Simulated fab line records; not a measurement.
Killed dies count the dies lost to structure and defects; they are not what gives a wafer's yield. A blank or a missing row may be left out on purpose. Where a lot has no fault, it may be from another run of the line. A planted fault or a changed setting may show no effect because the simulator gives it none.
Matching of chambers -- flow n5 finfet -- N5_HKMG_FIN_ALD_71 on ald metal-01: 4 sister chambers
The step deposits TiN, target thk 1 nm, pulse time 1 s, purge time 3 s. 4 wafers are shown with their chamber, then 8 later ones without.

== WAFERS PAIRED WITH THEIR CHAMBERS ==
wafer,chamber,heater power outer w (W)
L089.1,3,569
L089.3,1,561
L089.4,0,514
L090.2,2,603

== WAFERS WHOSE CHAMBER IS MISSING ==
wafer,heater power outer w (W)
L090.3,511
L090.4,567
L094.1,496
L094.5,520
L094.6,567
L096.1,512
L096.3,563
L096.5,506

== EACH ONE'S CHAMBER ==
wafer,from the rows above,in truth
L090.3,0,0
L090.4,can't be placed: 3 or 1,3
L094.1,0,0
L094.5,0,0
L094.6,can't be placed: 3 or 1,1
L096.1,0,0
L096.3,can't be placed: 1 or 3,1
L096.5,0,0
5 of 8 placed correctly. Not placeable from these rows: 3 (in 3, the candidates include the true chamber). Placed wrongly: 0.
How it was worked out, from the rows above alone: a wafer's distance from a chamber is the root of the sum, over the readings, of the square of ((its reading less the chamber's mean) divided by the reading's scatter). If the next closest chamber is less than 2 further off than the closest, the wafer can't be placed; otherwise it belongs to the closest. Each chamber's mean is taken over the wafers shown for it. The scatter: root of mean squared gap, hidden wafer to nearest shown wafer, with one shown wafer a chamber.
